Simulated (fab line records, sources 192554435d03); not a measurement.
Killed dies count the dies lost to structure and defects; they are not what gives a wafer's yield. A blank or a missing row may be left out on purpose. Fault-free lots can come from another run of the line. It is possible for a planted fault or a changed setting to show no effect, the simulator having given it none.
fab line records ; flow n5Finfet
record: lots: 12; wafers: 33; lastDay: 20
route steps=1938 shown BEOL_M8@1398 BEOL_M9@1401 PASSIVATION@1936
lots untouched by any fault: they come from a run of this same line in which no faults occurred
startH: hours from the record's first day to the start of the lot's first wafer shown ; waitH: time in hours since the lot's previous step ; " unchanged from the row above ; L1.1+2: several wafers, shown together as one row ; - no value, or no start was given ; * or withheld: withheld ; < > ~ a bound
route shown NAME@n: a module of which the file shows steps, and the number in the route of the first ; usual: mean/standard deviation of fault-free wafers ; same: alike in all rows ; chamber/n: place in a boat ; sites: per-site readings ; _std_site: the standard deviation of these ; _edge_site: the outer-site mean with the inner-site mean subtracted ; radiusMm: for every site, how far away it sits from the centre of the wafer ; mask NAME#n: copy n ; behind: the tool/chamber that last shaped the wafer ; hold: what put the lot on hold/how long, in hours/how the hold closed ; device: whichever transistor did not switch (one of n, p or np) ; end of line: the tests these same wafers got at the end of their route ; where a step has no rows: the recipe by itself ; killed: the dies lost at the first sort to structure and to defects; this is not the yield of the wafer ; map: shows each die of a wafer: x if killed, . if not, _ if none is there
set.NAME: the setting the step ran with; set.NAME@STEP: the setting that earlier step ran with ; model.NAME: the simulator's own value behind a step, which no gauge read
route steps across a sampled set of lots; one table per step, one row per wafer
services: a tool's chamber out of use, with start hour (startH, from the record's first day; less than 0 if before it), hours out, and reason
== steps ==
step: N5_BEOL_M8_DEP_56
recipe: material: SiCN; targetThkA: 100; tempC: withheld; precursor: 3MS/NH3; pressureTorr: 3; rfW: 202; timeS: 17.5
usual: showerheadPlenumPTorr: 3.669/0.02; throttleValvePct: 9.2/0.51
lot.wafer;tool;chamber;startH;waitH;showerheadPlenumPTorr;throttleValvePct
L989.2;pecvd-04;0;245.18;0.0;3.693;9.3
L989.5;pecvd-04;1;245.18;0.0;3.673;10.0
L989.6;pecvd-04;0;245.18;0.0;3.704;9.3
L991.1;pecvd-03;0;278.50;0.0;3.671;9.3
L991.2;pecvd-03;1;278.50;0.0;3.636;9.3
L991.4;pecvd-03;0;278.50;0.0;3.672;9.1
L994.3;pecvd-04;1;282.19;0.0;3.673;10.2
L994.5;pecvd-04;2;282.19;0.0;3.683;8.7
L994.6;pecvd-04;1;282.19;0.0;3.671;10.1
L995.3;pecvd-04;2;295.38;0.0;3.674;8.5
L995.5;pecvd-04;0;295.38;0.0;3.702;9.2
L995.6;pecvd-04;1;295.38;0.0;3.682;10.1
L999.1;pecvd-04;1;305.68;0.0;3.663;10.3
L999.2;pecvd-04;0;305.68;0.0;3.707;9.3
L999.4;pecvd-04;2;305.68;0.0;3.679;8.7
L103.4;pecvd-03;0;327.43;0.0;3.665;9.3
L103.5;pecvd-03;2;327.43;0.0;3.651;8.3
L104.2;pecvd-03;0;352.00;0.0;3.674;9.3
L104.4;pecvd-03;1;352.00;0.0;3.641;9.5
L104.5;pecvd-03;0;352.00;0.0;3.678;9.4
L105.1;pecvd-04;0;363.30;0.0;3.700;9.0
L105.4;pecvd-04;1;363.30;0.0;3.676;10.3
L107.1;pecvd-04;1;363.83;0.0;3.676;10.2
L107.5;pecvd-04;1;363.83;0.0;3.676;10.0
L108.1;pecvd-03;0;364.02;0.0;3.669;9.4
L108.3;pecvd-03;2;364.02;0.0;3.656;8.3
L108.5;pecvd-03;2;364.02;0.0;3.652;8.6
L111.1;pecvd-03;0;391.83;0.0;3.664;9.2
L111.2;pecvd-03;1;391.83;0.0;3.646;9.5
L111.3;pecvd-03;1;391.83;0.0;3.641;9.2
L109.1;pecvd-01;0;410.98;0.0;3.661;9.4
L109.4;pecvd-01;2;410.98;0.0;3.651;9.3
L109.5;pecvd-01;2;410.98;0.0;3.647;9.3
step: N5_BEOL_M8_INSPECT_58
recipe: inspectInstrument: darkfield; mode: postDep
usual: rawDefectCount: 75/23
lot.wafer;tool;chamber;startH;waitH;rawDefectCount
L989.2;defectInspect-01;-;245.27;0.0;49
L989.5;defectInspect-01;-;245.27;0.0;60
L989.6;defectInspect-01;-;245.27;0.0;41
L991.1;defectInspect-02;-;278.59;0.0;74
L991.2;defectInspect-02;-;278.59;0.0;40
L991.4;defectInspect-02;-;278.59;0.0;36
L994.3;defectInspect-02;-;282.29;0.0;115
L994.5;defectInspect-02;-;282.29;0.0;65
L994.6;defectInspect-02;-;282.29;0.0;99
L995.3;defectInspect-01;-;295.48;0.0;94
L995.5;defectInspect-01;-;295.48;0.0;112
L995.6;defectInspect-01;-;295.48;0.0;66
L999.1;defectInspect-02;-;305.77;0.0;67
L999.2;defectInspect-02;-;305.77;0.0;69
L999.4;defectInspect-02;-;305.77;0.0;81
L103.4;defectInspect-02;-;327.51;0.0;50
L103.5;defectInspect-02;-;327.51;0.0;73
L104.2;defectInspect-01;-;352.12;0.0;93
L104.4;defectInspect-01;-;352.12;0.0;41
L104.5;defectInspect-01;-;352.12;0.0;88
L105.1;defectInspect-02;-;363.39;0.0;78
L105.4;defectInspect-02;-;363.39;0.0;62
L107.1;defectInspect-02;-;363.93;0.0;120
L107.5;defectInspect-02;-;363.93;0.0;66
L108.1;defectInspect-01;-;364.11;0.0;77
L108.3;defectInspect-01;-;364.11;0.0;39
L108.5;defectInspect-01;-;364.11;0.0;43
L111.1;defectInspect-01;-;391.94;0.0;74
L111.2;defectInspect-01;-;391.94;0.0;96
L111.3;defectInspect-01;-;391.94;0.0;101
L109.1;defectInspect-01;-;411.09;0.0;64
L109.4;defectInspect-01;-;411.09;0.0;85
L109.5;defectInspect-01;-;411.09;0.0;70
step: N5_BEOL_M9_ILD_DEP_00
recipe: material: SiCOH_lowk; targetThkA: 3085.1; tempC: 300; precursor: DEMS/porogen; pressureTorr: 5; rfW: 500; timeS: 58
usual: heaterPowerW: 300/57; runLengthS: 100.8/0.64; showerheadPlenumPTorr: 5.743/0.024; throttleValvePct: 14.0/0.67
lot.wafer;tool;chamber;startH;waitH;heaterPowerW;runLengthS;showerheadPlenumPTorr;throttleValvePct
L989.2;pecvd-01;2;245.31;0.0;411;99.9;5.724;13.7
L989.5;pecvd-01;1;245.31;0.0;229;102.2;5.729;13.4
L989.6;pecvd-01;2;245.31;0.0;415;100.7;5.724;13.9
L991.1;pecvd-02;1;278.63;0.0;295;101.0;5.741;13.8
L991.2;pecvd-02;2;278.63;0.0;320;100.6;5.727;13.0
L991.4;pecvd-02;0;278.63;0.0;208;99.9;5.775;13.6
L994.3;pecvd-01;1;282.32;0.0;244;101.2;5.699;13.8
L994.5;pecvd-01;1;282.32;0.0;249;101.5;5.706;13.4
L994.6;pecvd-01;0;282.32;0.0;332;101.9;5.735;14.8
L995.3;pecvd-04;0;295.51;0.0;295;100.3;5.783;14.1
L995.5;pecvd-04;2;295.51;0.0;350;101.8;5.754;13.3
L995.6;pecvd-04;0;295.51;0.0;237;101.1;5.786;13.9
L999.1;pecvd-01;2;305.81;0.0;432;100.0;5.732;13.9
L999.2;pecvd-01;0;305.81;0.0;324;101.6;5.736;14.6
L999.4;pecvd-01;0;305.81;0.0;340;101.6;5.738;14.5
L103.4;pecvd-01;0;327.57;0.1;335;84.4;5.732;14.5
L103.5;pecvd-01;1;327.57;0.1;231;83.8;5.723;13.4
L104.2;pecvd-04;0;352.15;0.0;272;100.3;5.803;14.0
L104.4;pecvd-04;2;352.15;0.0;302;101.1;5.754;13.3
L104.5;pecvd-04;0;352.15;0.0;278;100.5;5.778;13.9
L105.1;pecvd-01;0;363.43;0.0;343;101.5;5.731;15.0
L105.4;pecvd-01;2;363.43;0.0;381;82.8;5.724;14.3
L107.1;pecvd-01;2;363.97;0.0;395;100.5;5.724;13.9
L107.5;pecvd-01;0;363.97;0.0;279;83.4;5.742;14.6
L108.1;pecvd-02;2;364.15;0.0;320;101.0;5.722;13.1
L108.3;pecvd-02;0;364.15;0.0;213;99.8;5.766;13.8
L108.5;pecvd-02;0;364.15;0.0;226;99.8;5.776;13.7
L111.1;pecvd-04;1;391.98;0.0;333;100.8;5.749;15.4
L111.2;pecvd-04;2;391.98;0.0;348;101.7;5.750;13.4
L111.3;pecvd-04;0;391.98;0.0;268;101.0;5.795;14.4
L109.1;pecvd-02;1;411.13;0.0;241;101.4;5.736;13.6
L109.4;pecvd-02;1;411.13;0.0;257;100.5;5.744;13.4
L109.5;pecvd-02;0;411.13;0.0;236;100.0;5.784;13.8
step: N5_BEOL_M9_CURE_71
recipe: tempC: 385; timeS: 240; ambient: He/Ar; material: SiCOH_lowk
usual: lampPowerPct: 52.31/0.052; wafer_temp_C_max: 386.6/0.54
lot.wafer;tool;chamber;startH;waitH;lampPowerPct;wafer_temp_C_max
L989.2;uvCure-02;2;245.47;0.1;52.33;387.8
L989.5;uvCure-02;2;245.47;0.1;52.28;387.3
L989.6;uvCure-02;2;245.47;0.1;52.21;387.2
L991.1;uvCure-03;2;278.71;0.0;52.35;386.1
L991.2;uvCure-03;2;278.71;0.0;52.35;386.6
L991.4;uvCure-03;2;278.71;0.0;52.34;386.3
L994.3;uvCure-02;0;282.97;0.6;52.26;388.1
L994.5;uvCure-02;0;282.97;0.6;52.29;387.7
L994.6;uvCure-02;0;282.97;0.6;52.30;386.5
L995.3;uvCure-02;0;295.75;0.2;52.27;387.1
L995.5;uvCure-02;0;295.75;0.2;52.32;386.7
L995.6;uvCure-02;0;295.75;0.2;52.33;387.3
L999.1;uvCure-03;1;305.89;0.0;52.29;387.5
L999.2;uvCure-03;1;305.89;0.0;52.26;386.7
L999.4;uvCure-03;1;305.89;0.0;52.32;386.3
L103.4;uvCure-02;0;327.86;0.3;52.32;386.7
L103.5;uvCure-02;0;327.86;0.3;52.32;386.8
L104.2;uvCure-01;0;352.31;0.1;52.32;386.0
L104.4;uvCure-01;0;352.31;0.1;52.28;386.4
L104.5;uvCure-01;0;352.31;0.1;52.33;385.9
L105.1;uvCure-03;2;363.51;0.0;52.31;386.2
L105.4;uvCure-03;2;363.51;0.0;52.31;386.1
L107.1;uvCure-01;0;364.04;0.0;52.29;386.1
L107.5;uvCure-01;0;364.04;0.0;52.32;386.2
L108.1;uvCure-03;0;364.23;0.0;52.28;385.9
L108.3;uvCure-03;0;364.23;0.0;52.34;385.7
L108.5;uvCure-03;0;364.23;0.0;52.28;386.0
L111.1;uvCure-03;0;392.29;0.3;52.29;385.8
L111.2;uvCure-03;0;392.29;0.3;52.29;385.9
L111.3;uvCure-03;0;392.29;0.3;52.24;386.2
L109.1;uvCure-02;1;411.21;0.0;52.29;386.9
L109.4;uvCure-02;1;411.21;0.0;52.19;387.1
L109.5;uvCure-02;1;411.21;0.0;52.28;387.2
step: N5_BEOL_M9_THK_MEAS_01
recipe: reads: SiCOH_lowk_of_BEOL_M9_ILD_DEP_00
usual: M9_ILD_THK: 268/3.2
lot.wafer;tool;chamber;startH;waitH;M9_ILD_THK[nm]
L989.2;filmMetro-02;-;245.90;0.4;266
L989.5;filmMetro-02;-;245.90;0.4;268
L989.6;filmMetro-02;-;245.90;0.4;270
L991.1;filmMetro-02;-;279.71;0.8;267
L991.2;filmMetro-02;-;279.71;0.8;267
L991.4;filmMetro-02;-;279.71;0.8;273
L994.3;filmMetro-02;-;283.32;0.3;261
L994.5;filmMetro-02;-;283.32;0.3;266
L994.6;filmMetro-02;-;283.32;0.3;270
L995.3;filmMetro-01;-;296.10;0.3;269
L995.5;filmMetro-01;-;296.10;0.3;271
L995.6;filmMetro-01;-;296.10;0.3;269
L999.1;filmMetro-01;-;306.88;0.8;264
L999.2;filmMetro-01;-;306.88;0.8;262
L999.4;filmMetro-01;-;306.88;0.8;269
L103.4;filmMetro-02;-;328.14;0.2;189
L103.5;filmMetro-02;-;328.14;0.2;187
L104.2;filmMetro-02;-;352.75;0.4;267
L104.4;filmMetro-02;-;352.75;0.4;269
L104.5;filmMetro-02;-;352.75;0.4;268
L105.1;filmMetro-01;-;364.02;0.4;263
L105.4;filmMetro-01;-;364.02;0.4;189
L107.1;filmMetro-02;-;364.56;0.4;262
L107.5;filmMetro-02;-;364.56;0.4;184
L108.1;filmMetro-02;-;364.74;0.4;266
L108.3;filmMetro-02;-;364.74;0.4;271
L108.5;filmMetro-02;-;364.74;0.4;272
L111.1;filmMetro-01;-;393.28;0.8;266
L111.2;filmMetro-01;-;393.28;0.8;264
L111.3;filmMetro-01;-;393.28;0.8;264
L109.1;filmMetro-02;-;411.72;0.4;267
L109.4;filmMetro-02;-;411.72;0.4;273
L109.5;filmMetro-02;-;411.72;0.4;276
step: N5_PASSIVATION_PROBE_49
usual: defectLimitedYield: 91.2/1.3; killed_at_M0_to_M3: 34/9.2; killed_at_M4_up: 14/5; killedAtContacts: 13/6.7; killedAtFrontEnd: 39/12; killedAtOther: 4/3.3; killedDies: 104/15; killedOpen: 68/12; killedShort: 34/7.5; sort_bin_5_function: 5.2/0.87; sort_bin_6_memory: 3.3/0.63; sortNPass: 1076/15; sortYieldPct: 91.2/1.3
same: grossDies: 1180; killedAtBackSide: 0; sort_bin_4_leakage[%]: 0; sort_bin_8_speed[%]: 0
lot.wafer;tool;chamber;startH;waitH;defectLimitedYield[%];killed_at_M0_to_M3;killed_at_M4_up;killedAtContacts;killedAtFrontEnd;killedAtOther;killedDies;killedOpen;killedShort;sort_bin_5_function[%];sort_bin_6_memory[%];sortNPass;sortYieldPct[%]
L989.2;prober-01;-;316.19;0.1;91.8;28;16;20;32;1;97;67;29;4.6;3.0;1083;91.8
L989.5;prober-01;-;316.34;0.2;89.8;63;16;8;30;3;120;64;53;5.3;4.2;1060;89.8
L989.6;prober-01;-;316.39;0.3;90.7;31;12;12;51;4;110;69;39;5.5;3.4;1070;90.7
L991.1;prober-01;-;341.58;0.2;92.5;16;18;16;37;2;89;60;29;4.6;2.7;1091;92.5
L991.2;prober-01;-;341.63;0.3;91.1;34;8;24;37;2;105;74;31;5.3;3.3;1075;91.1
L991.4;prober-01;-;341.73;0.4;92.0;23;9;19;39;4;94;62;27;4.7;2.4;1086;92.0
L994.3;prober-01;-;350.22;0.1;91.7;34;13;11;26;14;98;60;36;5.0;3.1;1082;91.7
L994.5;prober-01;-;350.32;0.2;89.7;37;20;15;48;1;121;86;31;6.6;3.6;1059;89.7
L994.6;prober-01;-;350.37;0.3;91.4;31;16;13;38;3;101;68;30;4.6;3.7;1079;91.4
L995.3;prober-02;-;364.87;0.1;89.2;47;27;11;42;1;128;77;51;6.4;4.2;1052;89.2
L995.5;prober-02;-;364.97;0.2;90.4;31;28;17;34;3;113;79;33;5.4;3.7;1067;90.4
L995.6;prober-02;-;365.02;0.3;88.8;44;17;11;60;0;132;90;42;7.4;3.6;1048;88.8
L103.4;prober-02;-;395.96;0.2;92.4;26;7;22;29;6;90;63;26;4.3;3.1;1090;92.4
L103.5;prober-02;-;396.01;0.2;92.6;16;9;23;33;6;87;55;31;4.6;2.5;1093;92.6
L108.1;prober-01;-;435.61;0.0;91.5;37;12;20;25;6;100;66;28;5.1;2.9;1080;91.5
L108.3;prober-01;-;435.71;0.1;91.9;42;16;4;30;3;95;67;27;4.9;2.8;1085;91.9
L108.5;prober-01;-;435.81;0.2;92.9;27;21;11;22;3;84;66;13;4.2;2.8;1096;92.9
L107.5;prober-02;-;438.23;0.7;91.5;23;16;12;37;12;100;58;36;5.5;2.4;1080;91.5
L105.1;prober-02;-;439.54;0.0;88.5;60;24;9;36;7;136;85;47;5.6;5.3;1044;88.5
L105.4;prober-02;-;439.69;0.2;90.0;36;10;10;57;5;118;74;41;5.2;4.2;1062;90.0
killed by level:class
L989.2 MOL_CONTACT_COAG:geometricParticle:open=16 FIN_SAQP:geometricParticle:open=10 BEOL_M2:geometricParticle:open=8 BEOL_M4:geometricParticle:open=8 BEOL_M3:geometricParticle:open=6 STI_FIN_REVEAL:geometricParticle:open=5 GATE_CUT:geometricParticle:short=5 MOL_CONTACT_COAG:geometricParticle:short=4
L989.5 BEOL_M3:geometricParticle:short=14 BEOL_M3:geometricParticle:open=12 BEOL_M2:geometricParticle:short=10 BEOL_M4:geometricParticle:open=9 BEOL_M0_SAQP:geometricParticle:open=8 BEOL_M2:geometricParticle:open=7 FIN_SAQP:geometricParticle:short=6 MOL_CONTACT_COAG:geometricParticle:open=6
L989.6 FIN_SAQP:geometricParticle:open=17 FIN_SAQP:geometricParticle:short=14 STI_FIN_REVEAL:geometricParticle:open=7 MOL_CONTACT_COAG:geometricParticle:open=7 BEOL_M1:geometricParticle:open=6 BEOL_M4:geometricParticle:open=6 STARTING-WAFER:geometricParticle:open=5 MOL_CONTACT_COAG:geometricParticle:short=5
L991.1 MOL_CONTACT_COAG:geometricParticle:open=13 BEOL_M4:geometricParticle:open=8 FIN_SAQP:geometricParticle:open=7 FIN_SAQP:geometricParticle:short=6 GATE_CUT:geometricParticle:short=5 BEOL_M3:geometricParticle:open=5 ILD0:geometricParticle:open=4 STARTING-WAFER:geometricParticle:short=4
L991.2 MOL_CONTACT_COAG:geometricParticle:open=20 BEOL_M2:geometricParticle:open=13 BEOL_M3:geometricParticle:open=9 GATE_CUT:geometricParticle:short=7 STI_FIN_REVEAL:geometricParticle:open=5 DUMMY_GATE:geometricParticle:open=5 STARTING-WAFER:geometricParticle:short=5 FIN_SAQP:geometricParticle:short=4
L991.4 MOL_CONTACT_COAG:geometricParticle:open=13 FIN_SAQP:geometricParticle:open=9 STI_FIN_REVEAL:geometricParticle:open=8 BEOL_M3:geometricParticle:open=6 MOL_CONTACT_COAG:geometricParticle:short=6 FIN_SAQP:geometricParticle:short=4 BEOL_M1:geometricParticle:open=4 BEOL_M4:geometricParticle:open=4
L994.3 MOL_CONTACT_COAG:geometricParticle:open=10 BEOL_M0_SAQP:geometricParticle:short=9 BEOL_M4:geometricParticle:open=9 BEOL_M1:geometricParticle:open=6 BEOL_M0_SAQP:geometricParticle:open=6 BEOL_M3:geometricParticle:open=6 FIN_SAQP:geometricParticle:short=4 STI_FIN_REVEAL:geometricParticle:open=4
L994.5 STI_FIN_REVEAL:geometricParticle:open=14 MOL_CONTACT_COAG:geometricParticle:open=12 BEOL_M4:geometricParticle:open=12 BEOL_M1:geometricParticle:open=10 BEOL_M2:geometricParticle:open=8 FIN_SAQP:geometricParticle:short=7 DUMMY_GATE:geometricParticle:open=7 BEOL_M0_SAQP:geometricParticle:open=7
L994.6 MOL_CONTACT_COAG:geometricParticle:open=12 BEOL_M0:geometricParticle:open=8 FIN_SAQP:geometricParticle:open=7 BEOL_M0_SAQP:geometricParticle:short=7 FIN_SAQP:geometricParticle:short=6 BEOL_M4:geometricParticle:open=6 STI_FIN_REVEAL:geometricParticle:open=4 BEOL_M3:geometricParticle:open=4
L995.3 BEOL_M3:geometricParticle:open=20 FIN_SAQP:geometricParticle:short=8 DUMMY_GATE:geometricParticle:open=8 BEOL_M0_SAQP:geometricParticle:short=8 BEOL_M2:geometricParticle:open=8 BEOL_M5:geometricParticle:open=7 FIN_SAQP:geometricParticle:open=6 MOL_CONTACT_COAG:geometricParticle:open=6
L995.5 BEOL_M4:geometricParticle:open=15 MOL_CONTACT_COAG:geometricParticle:open=13 FIN_SAQP:geometricParticle:short=9 BEOL_M3:geometricParticle:open=8 FIN_SAQP:geometricParticle:open=7 BEOL_M0_SAQP:geometricParticle:short=7 DUMMY_GATE:geometricParticle:open=6 BEOL_M2:geometricParticle:open=5
L995.6 FIN_SAQP:geometricParticle:short=14 BEOL_M2:geometricParticle:open=14 FIN_SAQP:geometricParticle:open=13 MOL_CONTACT_COAG:geometricParticle:open=11 STI_FIN_REVEAL:geometricParticle:open=8 BEOL_M0_SAQP:geometricParticle:short=8 DUMMY_GATE:geometricParticle:open=6 BEOL_M0_SAQP:geometricParticle:open=6
L103.4 MOL_CONTACT_COAG:geometricParticle:open=20 FIN_SAQP:geometricParticle:open=9 BEOL_M0_SAQP:geometricParticle:open=8 BEOL_M1:geometricParticle:open=6 STI_FIN_REVEAL:geometricParticle:open=4 BEOL_M0_SAQP:geometricParticle:short=4 PAD_METAL:geometricParticle:short=4 STARTING-WAFER:geometricParticle:short=3
L103.5 MOL_CONTACT_COAG:geometricParticle:open=17 FIN_SAQP:geometricParticle:open=13 FIN_SAQP:geometricParticle:short=8 MOL_CONTACT_COAG:geometricParticle:short=6 BEOL_M3:geometricParticle:short=4 STI_FIN_REVEAL:geometricParticle:short=3 DUMMY_GATE:geometricParticle:open=3 MIM_TOP:geometricParticle:open=3
L108.1 MOL_CONTACT_COAG:geometricParticle:open=17 BEOL_M0_SAQP:geometricParticle:open=10 BEOL_M3:geometricParticle:open=7 STI_FIN_REVEAL:geometricParticle:open=5 BEOL_M0_SAQP:geometricParticle:short=5 FIN_SAQP:geometricParticle:open=4 FIN_SAQP:geometricParticle:short=4 BEOL_M1:geometricParticle:open=4
L108.3 STI_FIN_REVEAL:geometricParticle:open=12 BEOL_M2:geometricParticle:open=12 BEOL_M0_SAQP:geometricParticle:short=9 BEOL_M3:geometricParticle:open=9 BEOL_M1:geometricParticle:open=5 BEOL_M5:geometricParticle:open=5 MOL_CONTACT_COAG:geometricParticle:open=4 GATE_CUT:geometricParticle:short=3
L108.5 MOL_CONTACT_COAG:geometricParticle:open=11 BEOL_M3:geometricParticle:open=11 STI_FIN_REVEAL:geometricParticle:open=10 BEOL_M4:geometricParticle:open=10 BEOL_M5:geometricParticle:open=6 BEOL_M1:geometricParticle:open=5 FIN_SAQP:geometricParticle:open=3 DUMMY_GATE:geometricParticle:open=3
L107.5 FIN_SAQP:geometricParticle:short=14 MOL_CONTACT_COAG:geometricParticle:open=11 FIN_SAQP:geometricParticle:open=10 BEOL_M0_SAQP:geometricParticle:short=6 BEOL_M4:geometricParticle:open=5 GATE_CUT:geometricParticle:short=4 BEOL_M3:geometricParticle:open=4 BEOL_M5:geometricParticle:open=3
L105.1 BEOL_M0_SAQP:geometricParticle:open=19 BEOL_M0_SAQP:geometricParticle:short=19 BEOL_M4:geometricParticle:open=10 FIN_SAQP:geometricParticle:open=9 BEOL_M3:geometricParticle:open=8 MOL_CONTACT_COAG:geometricParticle:open=7 BEOL_M2:geometricParticle:open=7 STI_FIN_REVEAL:geometricParticle:open=4
L105.4 FIN_SAQP:geometricParticle:open=10 BEOL_M3:geometricParticle:open=9 GATE_CUT:geometricParticle:short=7 FIN_SAQP:geometricParticle:short=6 DUMMY_GATE:geometricParticle:open=6 ILD0:geometricParticle:short=6 MOL_CONTACT_COAG:geometricParticle:open=6 GATE_CUT:geometricParticle:open=5
== services ==
tool;chamber;startH;hours;kind
pecvd-02;2;221.88;5.5;scheduledDown
pecvd-02;-;223.04;0.3;repair
pecvd-02;-;261.64;0.5;repair
pecvd-02;-;267.16;1.1;repair
uvCure-03;-;280.04;12.5;repair
pecvd-04;-;310.65;2.8;pm
pecvd-02;-;345.51;2.8;pm
uvCure-02;-;348.48;2.1;pm
pecvd-03;2;350.10;5.5;scheduledDown
uvCure-03;-;350.66;1.1;repair
uvCure-02;-;354.24;0.6;repair
pecvd-03;-;362.37;1.5;repair
pecvd-01;2;376.40;2.1;scheduledDown
uvCure-02;-;379.58;5.1;repair
pecvd-04;2;382.90;2.1;scheduledDown
pecvd-01;1;383.62;-;clean
pecvd-01;1;383.62;-;consumableReplace:showerhead
pecvd-01;1;383.62;29.0;scheduledDown
pecvd-01;1;383.62;29.0;ventCycle
uvCure-01;-;384.60;1.0;pm
pecvd-03;2;387.41;5.1;repair
uvCure-02;-;391.20;3.4;pm
pecvd-04;-;401.74;1.5;repair
== key ==
firstSign: step: N5_BEOL_M9_ILD_DEP_00; reading: runLengthS; direction: down; sigmas: 27; usual: *; struck: *
effect: step: N5_BEOL_M9_THK_MEAS_01; reading: M9_ILD_THK; direction: down; sigmas: 25; usual: 268; struck: 187
metAt N5_BEOL_M9_ILD_DEP_00
struckLots L103,L105,L107
struckWafers L103.4,L103.5,L105.4,L107.5
notActingAt N5_BEOL_M8_DEP_56,N5_BEOL_M8_INSPECT_58,N5_BEOL_M9_CURE_71
onsetBetween 305.81 327.57
fault: kind: processParameterDrift; tool: pecvd-01; chamber: -; onsetH: 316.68; steps: N5_BEOL_M9_ILD_DEP_00; channel: timeS; offset: *; shape: step; endH: 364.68; scope: struckWafersOnly; actsIn: *; stated: *
